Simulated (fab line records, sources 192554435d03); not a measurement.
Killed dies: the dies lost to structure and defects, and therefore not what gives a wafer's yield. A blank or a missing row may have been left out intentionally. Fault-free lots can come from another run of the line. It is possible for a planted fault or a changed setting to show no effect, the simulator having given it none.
Split-lot experiment || flow n5-finfet || 21 wafers read across 7 lots, on a route 1938 steps long

== THE SPLIT ==
At N5_FIN_SAQP_HM_DEP_72 (deposits SiO2 from SiH4/N2O, target thk 12 nm, time 7.2 s), the setting time-s was moved away from the recipe's 7.2 s on 6 of the 21 wafers read, by -6.1% to +8.6%. All remaining wafers had this setting at the recipe value.

== FROM THE SPLIT TO THE READING: what the file shows between them, 6 steps ==
- N5_FIN_SAQP_EXPOSE_13: exposes mask FIN CORE, target cd 35.6 nm (also split here: dose-mj)
- N5_FIN_SAQP_PEB_14: peb time 60 s
- N5_FIN_SAQP_DEVELOP_15: develop time 30 s
- N5_FIN_SAQP_CD_MEAS_16: target cd 35.6 nm
- N5_FIN_SAQP_ETCH_52: etches SOC in N2/H2, target depth 100 nm, overetch 20 nm, time 150 s
- N5_FIN_SAQP_STRIP_53: strips in N2/H2

== THE READING ==
etch.depth-nm (the simulator's own value, which no gauge read), in nm, at N5_FIN_SAQP_HM_OPEN_73 (chemistry CHF3/O2, target SiO2, stops on a-Si, target depth 12 nm, time 16.8 s). No usual value for it is given in the file. The 15 wafers here that ran the recipe average 12.09 nm, standard deviation 0.13 nm.

{"wafer": "L075.2", "tool, chamber at the split": "pecvd-02, 1", "time-s as run, s": 7.2, "against the recipe": "recipe", "etch.depth-nm, nm": 11.86, "against lot-mates on the recipe": "-"}
{"wafer": "L075.4", "tool, chamber at the split": "pecvd-02, 1", "time-s as run, s": 7.2, "against the recipe": "recipe", "etch.depth-nm, nm": 12.05, "against lot-mates on the recipe": "-"}
{"wafer": "L075.5", "tool, chamber at the split": "pecvd-02, 0", "time-s as run, s": 7.2, "against the recipe": "recipe", "etch.depth-nm, nm": 12.33, "against lot-mates on the recipe": "-"}
{"wafer": "L081.4", "tool, chamber at the split": "pecvd-02, 0", "time-s as run, s": 6.763, "against the recipe": "-6.1%", "etch.depth-nm, nm": 11.14, "against lot-mates on the recipe": -0.72}
{"wafer": "L081.5", "tool, chamber at the split": "pecvd-02, 1", "time-s as run, s": 7.2, "against the recipe": "recipe", "etch.depth-nm, nm": 11.86, "against lot-mates on the recipe": "-"}
{"wafer": "L081.6", "tool, chamber at the split": "pecvd-02, 2", "time-s as run, s": 6.763, "against the recipe": "-6.1%", "etch.depth-nm, nm": 11.27, "against lot-mates on the recipe": -0.59}
{"wafer": "L082.2", "tool, chamber at the split": "pecvd-04, 1", "time-s as run, s": 7.2, "against the recipe": "recipe", "etch.depth-nm, nm": 12.13, "against lot-mates on the recipe": "-"}
{"wafer": "L082.3", "tool, chamber at the split": "pecvd-04, 0", "time-s as run, s": 7.2, "against the recipe": "recipe", "etch.depth-nm, nm": 12.16, "against lot-mates on the recipe": "-"}
{"wafer": "L082.6", "tool, chamber at the split": "pecvd-04, 2", "time-s as run, s": 7.2, "against the recipe": "recipe", "etch.depth-nm, nm": 12.18, "against lot-mates on the recipe": "-"}
{"wafer": "L085.1", "tool, chamber at the split": "pecvd-02, 0", "time-s as run, s": 7.82, "against the recipe": "+8.6%", "etch.depth-nm, nm": 12.85, "against lot-mates on the recipe": "+0.84"}
{"wafer": "L085.2", "tool, chamber at the split": "pecvd-02, 2", "time-s as run, s": 7.2, "against the recipe": "recipe", "etch.depth-nm, nm": 12.01, "against lot-mates on the recipe": "-"}
{"wafer": "L085.5", "tool, chamber at the split": "pecvd-02, 0", "time-s as run, s": 7.82, "against the recipe": "+8.6%", "etch.depth-nm, nm": 13.05, "against lot-mates on the recipe": "+1.04"}
{"wafer": "L088.2", "tool, chamber at the split": "pecvd-03, 1", "time-s as run, s": 7.2, "against the recipe": "recipe", "etch.depth-nm, nm": 12.04, "against lot-mates on the recipe": "-"}
{"wafer": "L088.5", "tool, chamber at the split": "pecvd-03, 2", "time-s as run, s": 7.768, "against the recipe": "+7.9%", "etch.depth-nm, nm": 13.11, "against lot-mates on the recipe": "+1.07"}
{"wafer": "L088.6", "tool, chamber at the split": "pecvd-03, 0", "time-s as run, s": 7.768, "against the recipe": "+7.9%", "etch.depth-nm, nm": 12.86, "against lot-mates on the recipe": "+0.82"}
{"wafer": "L093.2", "tool, chamber at the split": "pecvd-03, 0", "time-s as run, s": 7.2, "against the recipe": "recipe", "etch.depth-nm, nm": 12.05, "against lot-mates on the recipe": "-"}
{"wafer": "L093.4", "tool, chamber at the split": "pecvd-03, 1", "time-s as run, s": 7.2, "against the recipe": "recipe", "etch.depth-nm, nm": 12.13, "against lot-mates on the recipe": "-"}
{"wafer": "L093.6", "tool, chamber at the split": "pecvd-03, 0", "time-s as run, s": 7.2, "against the recipe": "recipe", "etch.depth-nm, nm": 12.11, "against lot-mates on the recipe": "-"}
{"wafer": "L095.1", "tool, chamber at the split": "pecvd-02, 2", "time-s as run, s": 7.2, "against the recipe": "recipe", "etch.depth-nm, nm": 12.02, "against lot-mates on the recipe": "-"}
{"wafer": "L095.3", "tool, chamber at the split": "pecvd-02, 1", "time-s as run, s": 7.2, "against the recipe": "recipe", "etch.depth-nm, nm": 12.18, "against lot-mates on the recipe": "-"}
{"wafer": "L095.4", "tool, chamber at the split": "pecvd-02, 0", "time-s as run, s": 7.2, "against the recipe": "recipe", "etch.depth-nm, nm": 12.3, "against lot-mates on the recipe": "-"}

THE FIT
A straight line over all 21 wafers: etch.depth-nm changes by +0.116 nm for each +1% of time-s; r = +0.96; the points scatter about the line by 0.14 nm.
The same after taking each lot's own level away (the mean of its wafers on the recipe; 21 wafers): +0.112 nm for each +1%; r = +0.97; scatter 0.11 nm.
The reading moves by 0.97 nm for the largest change in time-s, on that fit.
Across the lots, their own levels run from 11.860 to 12.167 nm, a range of 2.4 times the standard deviation given above.
Consequently the slope shifts little with the lot-to-lot level, the two slopes agreeing.
Check: with one of the wafers moved furthest among these (+8.6%) left out of the fit, the line predicts +1.01 nm for it against its lot-mates. Against them it came out at +0.84 nm.

== OTHER SPLITS ON THESE WAFERS ==
Other splits were also applied to these wafers ahead of the reading. Each is held against what the fit with the lots' levels taken away leaves over:
{"other split on the same wafers": "N5_WELL_APT_COAT_02 spin-rpm", "wafers away from the commonest value": 9, "r with etch.depth-nm (lot level and that fit taken away)": "+0.10"}
{"other split on the same wafers": "N5_WELL_APT_PEB_06 peb-temp-c", "wafers away from the commonest value": 4, "r with etch.depth-nm (lot level and that fit taken away)": -0.44}
{"other split on the same wafers": "N5_WELL_APT_COAT_19 spin-rpm", "wafers away from the commonest value": 8, "r with etch.depth-nm (lot level and that fit taken away)": "+0.25"}
{"other split on the same wafers": "N5_WELL_APT_DEVELOP_24 develop-time-s", "wafers away from the commonest value": 3, "r with etch.depth-nm (lot level and that fit taken away)": "+0.07"}
{"other split on the same wafers": "N5_FIN_SAQP_EXPOSE_13 dose-mj", "wafers away from the commonest value": 7, "r with etch.depth-nm (lot level and that fit taken away)": -0.25}

== THE WHOLE CHAIN: every reading that the file lists as answering this split, in the file's order ==
{"step": "N5_FIN_SAQP_HM_DEP_72", "what it does": "deposits SiO2 from SiH4/N2O, target thk 12 nm, time 7.2 s", "reading": "SiO2_of_FIN_SAQP_HM_DEP_72.thk-nm (the simulator's own value, which no gauge read)", "change (the file's fit)": "+0.113 nm for each +1% of the setting", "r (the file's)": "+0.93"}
{"step": "N5_FIN_SAQP_HM_OPEN_73", "what it does": "chemistry CHF3/O2, target SiO2, stops on a-Si, target depth 12 nm, time 16.8 s", "reading": "etch.depth-nm (the simulator's own value, which no gauge read)", "change (the file's fit)": "+0.113 nm for each +1% of the setting", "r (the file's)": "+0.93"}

== FILE'S OWN FIT ==
etch.depth-nm changes by +0.113 nm for each +1% of time-s, r = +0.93.
